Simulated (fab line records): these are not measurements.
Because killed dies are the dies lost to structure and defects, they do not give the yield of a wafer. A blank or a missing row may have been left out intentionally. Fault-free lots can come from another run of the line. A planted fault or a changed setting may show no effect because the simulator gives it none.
fab line records -- flow nandHarc
[record] lots = 7, wafers = 21, lastDay = 33
route steps=1302 shown A_ONON_D2@558 A_CHANNEL_HOLE_D2@570 END@1302
lots with no fault: from the same line, run without faults
startH: hours from the record's first day to the start of the lot's first wafer shown -- waitH: hours elapsed since this lot's preceding step -- " as in the row above -- L1.1+2: a row that stands for several wafers -- - no value present, or no start provided -- * or withheld: withheld -- < > ~ a bound
route shown NAME@n: names a module that has steps shown in the file, with the first one's number in the route -- usual: average and standard deviation across the fault-free wafers -- same: alike in all rows -- chamber/n: place in a boat -- sites: readings site by site -- _std_site: their standard deviation -- _edge_site: inner sites' mean taken away from outer sites' mean -- radiusMm: how far each site lies from the wafer's centre -- mask NAME#n: copy n -- behind: tool/chamber where the wafer was last shaped -- hold: why the lot went on hold/how many hours it stayed there/how the hold came to an end -- device: whichever transistor did not switch (one of n, p or np) -- end of line: the same wafers' tests at the end of the route -- for a step that has no rows: nothing shown but its recipe -- killed: at the first sort, the dies lost to defects and structure; wafer yield is something else -- map: per-die view of a wafer (x killed, . not killed, _ where there is no die)
set.NAME: the setting the step ran with; set.NAME@STEP: the setting that earlier step ran with -- model.NAME: the simulator's own value behind a step, which no gauge read
lots at selected steps of the route; one table per step, one row per wafer
services: from which hour (startH, from the record's first day; less than 0 if before it) a tool's chamber was out of use, for how many hours, and why
[[steps]]
[step NHARC_A_ONON_D2_DEP_19]
[recipe] targetThkA = 10000, n2FlowSccm = 2750, n2oFlowSccm = 2000, nh3FlowSccm = 500, sih4FlowSccm = 210, tempC = 400
[step NHARC_A_ONON_D2_THK_MEAS_21]
[recipe] thkMeasGauge = ellipsometry
[usual] thkNm = 1002/8.7
lot.wafer,tool,chamber,startH,waitH,thkNm
L573.3,filmMetro-02,-,304.50,-,1002
L573.4,filmMetro-02,-,304.50,-,1002
L573.6,filmMetro-02,-,304.50,-,1002
L574.1,filmMetro-02,-,322.66,-,1006
L574.4,filmMetro-02,-,322.66,-,1006
L574.5,filmMetro-02,-,322.66,-,1005
L571.4,filmMetro-01,-,356.25,-,1004
L571.5,filmMetro-01,-,356.25,-,1003
L571.6,filmMetro-01,-,356.25,-,1003
L580.3,filmMetro-01,-,375.19,-,999
L580.4,filmMetro-01,-,375.19,-,999
L580.5,filmMetro-01,-,375.19,-,999
L589.1,filmMetro-02,-,471.72,-,1005
L589.2,filmMetro-02,-,471.72,-,1002
L589.4,filmMetro-02,-,471.72,-,1001
L592.2,filmMetro-02,-,492.26,-,1002
L592.4,filmMetro-02,-,492.26,-,1001
L592.6,filmMetro-02,-,492.26,-,1000
L593.2,filmMetro-01,-,507.82,-,1005
L593.4,filmMetro-01,-,507.82,-,1004
L593.5,filmMetro-01,-,507.82,-,1004
[step NHARC_A_ONON_D2_DEP_22]
[recipe] targetThkA = 10000, n2FlowSccm = 2750, n2oFlowSccm = 2000, nh3FlowSccm = 500, sih4FlowSccm = 210, tempC = 400
[step NHARC_A_ONON_D2_THK_MEAS_24]
[recipe] thkMeasGauge = ellipsometry
[usual] thkNm = 1003/11
lot.wafer,tool,chamber,startH,waitH,thkNm
L573.3,filmMetro-02,-,305.08,-,1010
L573.4,filmMetro-02,-,305.08,-,1011
L573.6,filmMetro-02,-,305.08,-,1010
L574.1,filmMetro-02,-,323.23,-,1007
L574.4,filmMetro-02,-,323.23,-,1007
L574.5,filmMetro-02,-,323.23,-,1006
L571.4,filmMetro-02,-,356.81,-,1003
L571.5,filmMetro-02,-,356.81,-,1002
L571.6,filmMetro-02,-,356.81,-,1002
L580.3,filmMetro-01,-,375.76,-,1009
L580.4,filmMetro-01,-,375.76,-,1009
L580.5,filmMetro-01,-,375.76,-,1007
L589.1,filmMetro-02,-,472.29,-,1010
L589.2,filmMetro-02,-,472.29,-,1011
L589.4,filmMetro-02,-,472.29,-,1009
L592.2,filmMetro-02,-,493.13,-,1006
L592.4,filmMetro-02,-,493.13,-,1004
L592.6,filmMetro-02,-,493.13,-,1006
L593.2,filmMetro-02,-,508.38,-,996
L593.4,filmMetro-02,-,508.38,-,994
L593.5,filmMetro-02,-,508.38,-,996
[step NHARC_A_ONON_D2_DEP_25]
[recipe] targetThkA = 10000, n2FlowSccm = 2750, n2oFlowSccm = 2000, nh3FlowSccm = 500, sih4FlowSccm = 210, tempC = 400
[step NHARC_A_ONON_D2_THK_MEAS_27]
[recipe] thkMeasGauge = ellipsometry
[usual] thkNm = 1001/13
lot.wafer,tool,chamber,startH,waitH,thkNm
L573.3,filmMetro-02,-,305.64,-,1001
L573.4,filmMetro-02,-,305.64,-,999
L573.6,filmMetro-02,-,305.64,-,1000
L574.1,filmMetro-02,-,323.80,-,975
L574.4,filmMetro-02,-,323.80,-,974
L574.5,filmMetro-02,-,323.80,-,975
L571.4,filmMetro-02,-,357.38,-,1029
L571.5,filmMetro-02,-,357.38,-,1030
L571.6,filmMetro-02,-,357.38,-,1031
L580.3,filmMetro-01,-,376.33,-,989
L580.4,filmMetro-01,-,376.33,-,988
L580.5,filmMetro-01,-,376.33,-,988
L589.1,filmMetro-02,-,472.85,-,986
L589.2,filmMetro-02,-,472.85,-,988
L589.4,filmMetro-02,-,472.85,-,986
L592.2,filmMetro-01,-,493.70,-,1004
L592.4,filmMetro-01,-,493.70,-,1006
L592.6,filmMetro-01,-,493.70,-,1005
L593.2,filmMetro-02,-,508.94,-,997
L593.4,filmMetro-02,-,508.94,-,997
L593.5,filmMetro-02,-,508.94,-,995
[step NHARC_A_ONON_D2_DEP_28]
[recipe] targetThkA = 10000, n2FlowSccm = 2750, n2oFlowSccm = 2000, nh3FlowSccm = 500, sih4FlowSccm = 210, tempC = 400
[step NHARC_A_ONON_D2_THK_MEAS_30]
[recipe] thkMeasGauge = ellipsometry
[usual] thkNm = 997/9.5
lot.wafer,tool,chamber,startH,waitH,thkNm
L573.3,filmMetro-02,-,306.21,-,983
L573.4,filmMetro-02,-,306.21,-,982
L573.6,filmMetro-02,-,306.21,-,982
L574.1,filmMetro-02,-,324.37,-,982
L574.4,filmMetro-02,-,324.37,-,980
L574.5,filmMetro-02,-,324.37,-,981
L571.4,filmMetro-02,-,357.95,-,1009
L571.5,filmMetro-02,-,357.95,-,1010
L571.6,filmMetro-02,-,357.95,-,1010
L580.3,filmMetro-01,-,376.90,-,1010
L580.4,filmMetro-01,-,376.90,-,1010
L580.5,filmMetro-01,-,376.90,-,1012
L589.1,filmMetro-02,-,473.42,-,1014
L589.2,filmMetro-02,-,473.42,-,1013
L589.4,filmMetro-02,-,473.42,-,1014
L592.2,filmMetro-02,-,494.27,-,1004
L592.4,filmMetro-02,-,494.27,-,1004
L592.6,filmMetro-02,-,494.27,-,1004
L593.2,filmMetro-02,-,509.51,-,1004
L593.4,filmMetro-02,-,509.51,-,1005
L593.5,filmMetro-02,-,509.51,-,1005
[step NHARC_A_ONON_D2_DEP_33]
[recipe] targetThkA = 2000, tempC = 400, pressureTorr = 6.5, rfW = 900, teosFlowSccm = 161.4, flowSccm = 2650, targetThkNm = 200, gas = O2, material = SiO2
[usual] heaterPowerW = 537/79, throttleValvePct = 15.8/0.56
lot.wafer,tool,chamber,startH,waitH,heaterPowerW,throttleValvePct
L573.3,pecvd-02,0,306.55,0.3,500,14.6
L573.4,pecvd-02,0,306.55,0.3,495,14.8
L573.6,pecvd-02,1,306.55,0.3,569,16.2
L574.1,pecvd-04,2,324.42,0.1,557,16.5
L574.4,pecvd-04,2,324.42,0.1,597,16.5
L574.5,pecvd-04,2,324.42,0.1,578,16.4
L571.6,pecvd-02,1,358.14,0.2,641,16.2
L571.5,pecvd-02,2,358.14,0.2,605,16.3
L571.4,pecvd-02,0,358.14,0.2,554,14.7
L580.3,pecvd-02,2,376.96,0.1,539,16.6
L580.5,pecvd-02,2,376.96,0.1,564,16.4
L580.4,pecvd-02,1,376.96,0.1,643,16.4
L589.2,pecvd-04,0,473.47,0.1,522,16.0
L589.1,pecvd-04,2,473.47,0.1,455,15.7
L589.4,pecvd-04,0,473.47,0.1,538,16.2
L592.2,pecvd-02,2,494.33,0.1,550,15.7
L592.6,pecvd-02,2,494.33,0.1,550,16.0
L592.4,pecvd-02,0,494.33,0.1,568,15.0
L593.2,pecvd-02,0,509.65,0.1,547,15.1
L593.5,pecvd-02,1,509.65,0.1,567,16.0
L593.4,pecvd-02,0,509.65,0.1,540,15.0
[step NHARC_A_ONON_D2_THK_MEAS_34]
[recipe] thkMeasGauge = ellipsometry
[usual] thkNm = 200.4/2.8
lot.wafer,tool,chamber,startH,waitH,thkNm
L573.3,filmMetro-02,-,306.93,-,197.9
L573.4,filmMetro-02,-,306.93,-,201.1
L573.6,filmMetro-02,-,306.93,-,203.8
L574.1,filmMetro-02,-,324.97,0.5,199.0
L574.4,filmMetro-02,-,324.97,0.5,202.5
L574.5,filmMetro-02,-,324.97,0.5,203.6
L571.4,filmMetro-02,-,358.42,-,204.8
L571.5,filmMetro-02,-,358.42,-,204.2
L571.6,filmMetro-02,-,358.42,-,201.7
L580.3,filmMetro-01,-,377.38,-,204.6
L580.4,filmMetro-01,-,377.38,-,206.2
L580.5,filmMetro-01,-,377.38,-,200.5
L589.1,filmMetro-02,-,473.89,-,199.5
L589.2,filmMetro-02,-,473.89,-,203.2
L589.4,filmMetro-02,-,473.89,-,206.4
L592.2,filmMetro-02,-,494.74,-,196.7
L592.4,filmMetro-02,-,494.74,-,199.1
L592.6,filmMetro-02,-,494.74,-,200.7
L593.2,filmMetro-01,-,509.98,-,199.1
L593.4,filmMetro-01,-,509.98,-,201.3
L593.5,filmMetro-01,-,509.98,-,201.1
[step NHARC_A_ONON_D2_INSPECT_32]
[usual] rawDefectCount = 406/160
lot.wafer,tool,chamber,startH,waitH,rawDefectCount
L573.3,defectInspect-01,-,306.99,0.0,351
L573.4,defectInspect-01,-,306.99,0.0,356
L573.6,defectInspect-01,-,306.99,0.0,306
L574.1,defectInspect-02,-,325.04,0.0,174
L574.4,defectInspect-02,-,325.04,0.0,265
L574.5,defectInspect-02,-,325.04,0.0,217
L571.4,defectInspect-02,-,358.48,0.0,566
L571.5,defectInspect-02,-,358.48,0.0,230
L571.6,defectInspect-02,-,358.48,0.0,396
L580.3,defectInspect-02,-,377.44,0.0,305
L580.4,defectInspect-02,-,377.44,0.0,300
L580.5,defectInspect-02,-,377.44,0.0,289
L589.1,defectInspect-01,-,473.95,0.0,187
L589.2,defectInspect-01,-,473.95,0.0,277
L589.4,defectInspect-01,-,473.95,0.0,262
L592.2,defectInspect-01,-,494.80,0.0,436
L592.4,defectInspect-01,-,494.80,0.0,164
L592.6,defectInspect-01,-,494.80,0.0,304
L593.2,defectInspect-01,-,510.04,0.0,400
L593.4,defectInspect-01,-,510.04,0.0,371
L593.5,defectInspect-01,-,510.04,0.0,512
[step NHARC_A_CHANNEL_HOLE_D2_DEP_00]
[recipe] targetThkA = 31000, tempC = 400, material = aC
[usual] throttleValvePct = 34.998/0.0094
lot.wafer,tool,chamber,startH,waitH,throttleValvePct
L573.3,aclDep-02,0,312.29,5.3,34.981
L573.4,aclDep-02,0,312.29,5.3,35.006
L573.6,aclDep-02,0,312.29,5.3,35.019
L573.3,aclDep-02,0,314.79,2.2,35.017
L573.4,aclDep-02,0,314.79,2.2,34.988
L573.6,aclDep-02,0,314.79,2.2,35.008
L574.1,aclDep-03,0,325.11,0.1,35.012
L574.4,aclDep-03,0,325.11,0.1,34.997
L574.5,aclDep-03,0,325.11,0.1,35.005
L574.1,aclDep-03,0,327.24,1.8,35.006
L574.4,aclDep-03,0,327.24,1.8,34.993
L574.5,aclDep-03,0,327.24,1.8,35.004
L571.4,aclDep-02,0,359.50,1.0,34.996
L571.5,aclDep-02,0,359.50,1.0,34.993
L571.6,aclDep-02,0,359.50,1.0,34.991
L580.3,aclDep-03,0,380.00,2.6,34.998
L580.4,aclDep-03,0,380.00,2.6,34.989
L580.5,aclDep-03,0,380.00,2.6,34.990
L580.3,aclDep-01,0,382.23,1.9,34.990
L580.4,aclDep-01,0,382.23,1.9,34.978
L580.5,aclDep-01,0,382.23,1.9,34.998
L589.1,aclDep-02,0,474.49,0.5,35.008
L589.2,aclDep-02,0,474.49,0.5,34.989
L589.4,aclDep-02,0,474.49,0.5,34.999
L592.2,aclDep-02,0,498.56,3.8,35.016
L592.4,aclDep-02,0,498.56,3.8,34.993
L592.6,aclDep-02,0,498.56,3.8,35.003
L593.2,aclDep-03,0,510.43,0.4,35.001
L593.4,aclDep-03,0,510.43,0.4,34.998
L593.5,aclDep-03,0,510.43,0.4,34.980
[step NHARC_A_CHANNEL_HOLE_D2_DEP_01]
[recipe] targetThkA = 1400, targetThkNm = 140, tempC = 400, pressureTorr = 3.5, flowSccm = 200, rfW = 350, material = SiON
[usual] heaterPowerW = 721/95
lot.wafer,tool,chamber,startH,waitH,heaterPowerW
L573.3,pecvd-03,1,316.27,1.2,748
L573.6,pecvd-03,0,316.27,1.2,756
L573.4,pecvd-03,1,316.27,1.2,756
L574.1,pecvd-04,2,329.84,2.3,774
L574.4,pecvd-04,2,329.84,2.3,633
L574.5,pecvd-04,0,329.84,2.3,843
L571.4,pecvd-01,1,360.74,0.9,767
L571.5,pecvd-01,1,360.74,0.9,768
L571.6,pecvd-01,1,360.74,0.9,769
L580.3,pecvd-04,0,383.59,1.0,735
L580.4,pecvd-04,0,383.59,1.0,753
L580.5,pecvd-04,1,383.59,1.0,606
L589.2,pecvd-04,1,476.44,1.3,575
L589.1,pecvd-04,0,476.44,1.3,766
L589.4,pecvd-04,0,476.44,1.3,778
L592.2,pecvd-03,2,500.21,1.3,589
L592.4,pecvd-03,0,500.21,1.3,758
L592.6,pecvd-03,1,500.21,1.3,755
L593.2,pecvd-04,1,512.36,1.6,627
L593.5,pecvd-04,2,512.36,1.6,708
L593.4,pecvd-04,1,512.36,1.6,642
[step NHARC_END_SORT_01]
[recipe] tempC = 25
[usual] killedAtArray = 55/22, killedAtOther = 1.1/1.4, killedAtPeriphery = 4/3.2, killedDies = 59/22, killedOpen = 3.3/1.8, killedShort = 2.5/1.5
[same] grossDies = 677
lot.wafer,tool,chamber,startH,waitH,killedAtArray,killedAtOther,killedAtPeriphery,killedDies,killedOpen,killedShort
L573.3,prober-01,0,581.57,3.1,675,1,1,677,2,2
L573.4,prober-01,0,582.37,3.4,672,2,3,677,5,2
L573.6,prober-01,0,583.96,4.0,673,1,3,677,4,1
L574.1,prober-02,0,600.07,2.5,675,1,1,677,2,1
L574.4,prober-02,0,602.48,3.4,676,1,0,677,2,3
L574.5,prober-02,0,603.28,3.7,675,1,1,677,3,1
L580.3,prober-02,0,654.66,3.1,666,1,10,677,3,2
L580.4,prober-02,0,655.46,3.4,672,0,5,677,4,2
L580.5,prober-02,0,656.26,3.7,670,1,6,677,6,3
// killed by level:class
L573.3 A_CHANNEL_HOLE_D2:areaDep=624 A_SLIT:chamberFilmFlake=21 A_CHANNEL_HOLE_D2:chamberFilmFlake=15 A_CONTACT:chamberFilmFlake=4 A_CHANNEL_HOLE_D1:chamberFilmFlake=3 A_DECK1_JOINT:chamberFilmFlake=2 A_CHANNEL_FILL_D2:chamberFilmFlake=2 P_CONTACT:geometricParticle:open=1
L573.4 A_CHANNEL_HOLE_D2:areaDep=613 A_SLIT:chamberFilmFlake=24 A_CHANNEL_HOLE_D2:chamberFilmFlake=17 A_CONTACT:chamberFilmFlake=5 A_CHANNEL_FILL_D2:chamberFilmFlake=4 A_CHANNEL_HOLE_D1:chamberFilmFlake=2 A_WL_FILL:chamberFilmFlake=2 THIN_TSV:chamberFilmFlake=2
L573.6 A_CHANNEL_HOLE_D2:areaDep=618 A_SLIT:chamberFilmFlake=26 A_CHANNEL_HOLE_D2:chamberFilmFlake=10 A_CONTACT:chamberFilmFlake=8 A_CHANNEL_HOLE_D1:chamberFilmFlake=4 A_STAIRCASE:chamberFilmFlake=2 P_M0:geometricParticle:open=1 A_CHANNEL_FILL_D1:geometricParticle:open=1
L574.1 A_CHANNEL_HOLE_D2:areaDep=658 A_CHANNEL_HOLE_D2:chamberFilmFlake=6 A_CHANNEL_HOLE_D1:chamberFilmFlake=3 A_CONTACT:chamberFilmFlake=3 A_DECK1_JOINT:chamberFilmFlake=2 A_BONDPAD:chamberFilmFlake=2 P_M0:geometricParticle:open=1 A_M0:geometricParticle:short=1
L574.4 A_CHANNEL_HOLE_D2:areaDep=658 A_CONTACT:chamberFilmFlake=3 A_CHANNEL_HOLE_D1:chamberFilmFlake=2 A_STAIRCASE:chamberFilmFlake=2 A_SLIT:chamberFilmFlake=2 A_BONDPAD:chamberFilmFlake=2 A_SOURCE_PLATE:geometricParticle:short=1 A_ONON_D2:geometricParticle:short=1
L574.5 A_CHANNEL_HOLE_D2:areaDep=651 A_CHANNEL_HOLE_D2:chamberFilmFlake=12 A_BONDPAD:chamberFilmFlake=3 A_CHANNEL_HOLE_D1:chamberFilmFlake=2 A_WL_FILL:chamberFilmFlake=2 P_CONTACT:geometricParticle:open=1 A_CHANNEL_FILL_D1:geometricParticle:open=1 A_CHANNEL_HOLE_D2:geometricParticle:short=1
L580.3 A_CHANNEL_HOLE_D2:areaDep=634 A_CHANNEL_HOLE_D2:chamberFilmFlake=14 A_CHANNEL_HOLE_D1:chamberFilmFlake=5 A_CONTACT:chamberFilmFlake=5 P_CONTACT:geometricParticle:open=3 A_SLIT:chamberFilmFlake=3 P_GATE:chamberFilmFlake=2 P_M1:chamberFilmFlake=2
L580.4 A_CHANNEL_HOLE_D2:areaDep=633 A_CHANNEL_HOLE_D2:chamberFilmFlake=15 A_STAIRCASE:chamberFilmFlake=8 A_CHANNEL_HOLE_D1:chamberFilmFlake=6 P_GATE:chamberFilmFlake=2 A_DECK1_JOINT:chamberFilmFlake=2 A_DECK1_JOINT:geometricParticle:short=1 A_DECK1_JOINT:geometricParticle:open=1
L580.5 A_CHANNEL_HOLE_D2:areaDep=630 A_CHANNEL_HOLE_D2:chamberFilmFlake=21 A_CHANNEL_HOLE_D1:chamberFilmFlake=5 A_CONTACT:chamberFilmFlake=4 A_STAIRCASE:chamberFilmFlake=3 P_CONTACT:geometricParticle:open=2 P_STI:chamberFilmFlake=2 A_DECK1_JOINT:geometricParticle:open=1
// map L573.3 (x killed, . not)
____________x____________
_________xxxxxxx_________
_______xxxxxxxxxxx_______
______xxxxxxxxxxxxx______
_____xxxxxxxxxxxxxxx_____
____xxxxxxxxxxxxxxxxx____
____xxxxxxxxxxxxxxxxx____
___xxxxxxxxxxxxxxxxxxx___
___xxxxxxxxxxxxxxxxxxx___
__xxxxxxxxxxxxxxxxxxxxx__
__xxxxxxxxxxxxxxxxxxxxx__
_xxxxxxxxxxxxxxxxxxxxxxx_
_xxxxxxxxxxxxxxxxxxxxxxx_
_xxxxxxxxxxxxxxxxxxxxxxx_
_xxxxxxxxxxxxxxxxxxxxxxx_
_xxxxxxxxxxxxxxxxxxxxxxx_
xxxxxxxxxxxxxxxxxxxxxxxxx
xxxxxxxxxxxxxxxxxxxxxxxxx
xxxxxxxxxxxxxxxxxxxxxxxxx
xxxxxxxxxxxxxxxxxxxxxxxxx
xxxxxxxxxxxxxxxxxxxxxxxxx
_xxxxxxxxxxxxxxxxxxxxxxx_
_xxxxxxxxxxxxxxxxxxxxxxx_
_xxxxxxxxxxxxxxxxxxxxxxx_
_xxxxxxxxxxxxxxxxxxxxxxx_
_xxxxxxxxxxxxxxxxxxxxxxx_
__xxxxxxxxxxxxxxxxxxxxx__
__xxxxxxxxxxxxxxxxxxxxx__
___xxxxxxxxxxxxxxxxxxx___
___xxxxxxxxxxxxxxxxxxx___
____xxxxxxxxxxxxxxxxx____
____xxxxxxxxxxxxxxxxx____
_____xxxxxxxxxxxxxxx_____
______xxxxxxxxxxxxx______
_______xxxxxxxxxxx_______
_________xxxxxxx_________
____________x____________
// map L574.1 (x killed, . not)
____________x____________
_________xxxxxxx_________
_______xxxxxxxxxxx_______
______xxxxxxxxxxxxx______
_____xxxxxxxxxxxxxxx_____
____xxxxxxxxxxxxxxxxx____
____xxxxxxxxxxxxxxxxx____
___xxxxxxxxxxxxxxxxxxx___
___xxxxxxxxxxxxxxxxxxx___
__xxxxxxxxxxxxxxxxxxxxx__
__xxxxxxxxxxxxxxxxxxxxx__
_xxxxxxxxxxxxxxxxxxxxxxx_
_xxxxxxxxxxxxxxxxxxxxxxx_
_xxxxxxxxxxxxxxxxxxxxxxx_
_xxxxxxxxxxxxxxxxxxxxxxx_
_xxxxxxxxxxxxxxxxxxxxxxx_
xxxxxxxxxxxxxxxxxxxxxxxxx
xxxxxxxxxxxxxxxxxxxxxxxxx
xxxxxxxxxxxxxxxxxxxxxxxxx
xxxxxxxxxxxxxxxxxxxxxxxxx
xxxxxxxxxxxxxxxxxxxxxxxxx
_xxxxxxxxxxxxxxxxxxxxxxx_
_xxxxxxxxxxxxxxxxxxxxxxx_
_xxxxxxxxxxxxxxxxxxxxxxx_
_xxxxxxxxxxxxxxxxxxxxxxx_
_xxxxxxxxxxxxxxxxxxxxxxx_
__xxxxxxxxxxxxxxxxxxxxx__
__xxxxxxxxxxxxxxxxxxxxx__
___xxxxxxxxxxxxxxxxxxx___
___xxxxxxxxxxxxxxxxxxx___
____xxxxxxxxxxxxxxxxx____
____xxxxxxxxxxxxxxxxx____
_____xxxxxxxxxxxxxxx_____
______xxxxxxxxxxxxx______
_______xxxxxxxxxxx_______
_________xxxxxxx_________
____________x____________
[[services]]
tool,chamber,startH,hours,kind
aclDep-03,-,284.45,0.8,repair
aclDep-03,-,301.13,13.0,pm
pecvd-04,-,304.43,0.4,repair
pecvd-01,-,311.80,13.0,pm
pecvd-03,1,317.16,3.3,repair
pecvd-02,-,317.91,0.6,repair
pecvd-04,0,320.40,6.1,repair
pecvd-01,-,345.92,1.0,repair
pecvd-04,-,350.30,1.5,repair
pecvd-01,0,356.26,18.2,repair
pecvd-01,2,360.09,3.5,repair
pecvd-03,-,366.20,13.0,pm
aclDep-01,-,368.60,13.0,pm
pecvd-02,-,402.84,1.0,repair
pecvd-04,0,405.37,5.4,repair
pecvd-02,-,408.00,13.0,pm
aclDep-03,-,409.94,8.2,repair
aclDep-02,-,423.76,13.0,pm
pecvd-04,-,450.17,13.0,pm
pecvd-04,0,450.17,13.0,ventCycle
pecvd-04,1,450.17,13.0,ventCycle
pecvd-04,2,450.17,13.0,ventCycle
aclDep-03,-,482.35,13.0,pm
pecvd-01,-,492.80,13.0,pm
[[key]]
[firstSign] step = NHARC_A_CHANNEL_HOLE_D2_DEP_00, reading = visit, direction = added
[effect] step = NHARC_END_SORT_01, reading = killedDies, direction = up, sigmas = 28, usual = 59, struck = 677
[moreKillsBornAt] NHARC_A_CHANNEL_HOLE_D2_DEP_00@aclDep-03 = 1967, NHARC_A_CHANNEL_HOLE_D2_DEP_00@aclDep-01 = 1897, NHARC_A_CHANNEL_HOLE_D2_DEP_00@aclDep-02 = 1855
metAt NHARC_A_CHANNEL_HOLE_D2_DEP_00
struckWafers L573.3,L573.4,L573.6,L574.1,L574.4,L574.5,L580.3,L580.4,L580.5
laterRowsLeftOut L573.3,L573.4,L573.6,L574.1,L574.4,L574.5,L580.3,L580.4,L580.5
testerLeftOut L573,L574,L580
[fault] kind = repeatedStepWhole, tool = aclDep-01,aclDep-02,aclDep-03, chamber = -, onsetH = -, steps = NHARC_A_CHANNEL_HOLE_D2_DEP_00, times = 1, scope = struckLotsOnly
// testerLeftOut: of these lots the tester's yield and bins aren't shown, on N5 and GAA mostly nor the transistor test; their killed dies are dies lost to structure and defects alone, not to doping, threshold or leakage, so they don't give the yield
// laterRowsLeftOut: the simulator's readings of these wafers behind a module that went badly wrong aren't trusted and aren't shown, but for the sort
